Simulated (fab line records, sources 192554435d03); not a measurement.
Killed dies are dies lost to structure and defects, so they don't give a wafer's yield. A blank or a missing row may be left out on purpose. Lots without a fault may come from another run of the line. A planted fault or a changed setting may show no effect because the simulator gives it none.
Split-lot experiment | flow n5_finfet | 7 lots, 21 wafers read, on a route of 1938 steps

THE SPLIT
At N5_FIN_SAQP_ETCH_65 (etches SiO2 in CF4, target depth 4 nm, time 4.4 s), the setting time_s was moved away from the recipe's 4.4 s on 3 of the 21 wafers read, by +11.2% to +13.7%. The other wafers ran this setting at the recipe's value.

The reading is taken at the split's own step.

THE READING
etch.depth_nm (the simulator's own value, which no gauge read), in nm, at N5_FIN_SAQP_ETCH_65 (etches SiO2 in CF4, target depth 4 nm, time 4.4 s). The file gives no usual value for it. The 18 wafers here that ran the recipe average 3.955 nm, standard deviation 0.13 nm.

wafer  | tool, chamber at the split | time_s as run, s | against the recipe | etch.depth_nm, nm | against lot-mates on the recipe
L077.1 | rie_si-01, 3               | 4.4              | recipe             | 3.958             | -
L077.5 | rie_si-01, 0               | 4.4              | recipe             | 3.807             | -
L077.6 | rie_si-01, 3               | 4.4              | recipe             | 3.944             | -
L084.2 | rie_si-01, 0               | 4.4              | recipe             | 3.825             | -
L084.5 | rie_si-01, 0               | 4.4              | recipe             | 3.846             | -
L084.6 | rie_si-01, 3               | 4.4              | recipe             | 3.938             | -
L086.2 | rie_si-06, 0               | 4.4              | recipe             | 4.169             | -
L086.5 | rie_si-06, 0               | 4.4              | recipe             | 4.165             | -
L086.6 | rie_si-06, 1               | 4.4              | recipe             | 4.117             | -
L087.1 | rie_si-06, 2               | 4.893            | +11.2%             | 4.735             | +0.567
L087.3 | rie_si-06, 0               | 4.893            | +11.2%             | 4.671             | +0.503
L087.4 | rie_si-06, 1               | 4.4              | recipe             | 4.168             | -
L090.1 | rie_si-01, 3               | 5.002            | +13.7%             | 4.475             | +0.576
L090.3 | rie_si-01, 0               | 4.4              | recipe             | 3.827             | -
L090.4 | rie_si-01, 1               | 4.4              | recipe             | 3.97              | -
L094.2 | rie_si-01, 2               | 4.4              | recipe             | 3.954             | -
L094.4 | rie_si-01, 3               | 4.4              | recipe             | 3.941             | -
L094.5 | rie_si-01, 0               | 4.4              | recipe             | 3.818             | -
L096.2 | rie_si-06, 3               | 4.4              | recipe             | 3.825             | -
L096.5 | rie_si-06, 3               | 4.4              | recipe             | 3.823             | -
L096.6 | rie_si-06, 2               | 4.4              | recipe             | 4.09              | -

THE FIT
A straight line over all 21 wafers: etch.depth_nm changes by +0.0543 nm for each +1% of time_s; r = +0.86; the points scatter about the line by 0.14 nm.
The same after taking each lot's own level away (the mean of its wafers on the recipe; 21 wafers): +0.0453 nm for each +1%; r = +0.94; scatter 0.071 nm.
On that fit, the largest move of time_s shifts the reading by 0.62 nm.
The lots' own levels span 3.8697 to 4.1680 nm, that is 2.3 times the standard deviation above.
So the lot-to-lot level changes the slope: the two fits differ.
Check: with one of the wafers moved furthest among these (+13.7%) left out of the fit, the line predicts +0.653 nm for it against its lot-mates. It came out at +0.576 nm against them.

OTHER SPLITS ON THESE WAFERS
These wafers also went through other splits before the reading. Each is held against what the fit with the lots' levels taken away leaves over:
other split on the same wafers        | wafers away from the commonest value | r with etch.depth_nm (lot level and that fit taken away)
N5_WELL_APT_COAT_02 spin_rpm          | 6                                    | -0.32
N5_WELL_APT_EXPOSE_05 dose_mj         | 8                                    | -0.12
N5_WELL_APT_EXPOSE_22 dose_mj         | 6                                    | +0.17
N5_WELL_APT_DESCUM_30 time_s          | 8                                    | +0.14
N5_FIN_SAQP_SPACER1_ALD_24 ald_cycles | 7                                    | +0.15

THE FILE'S OWN FIT
etch.depth_nm changes by +0.0444 nm for each +1% of time_s, r = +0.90.
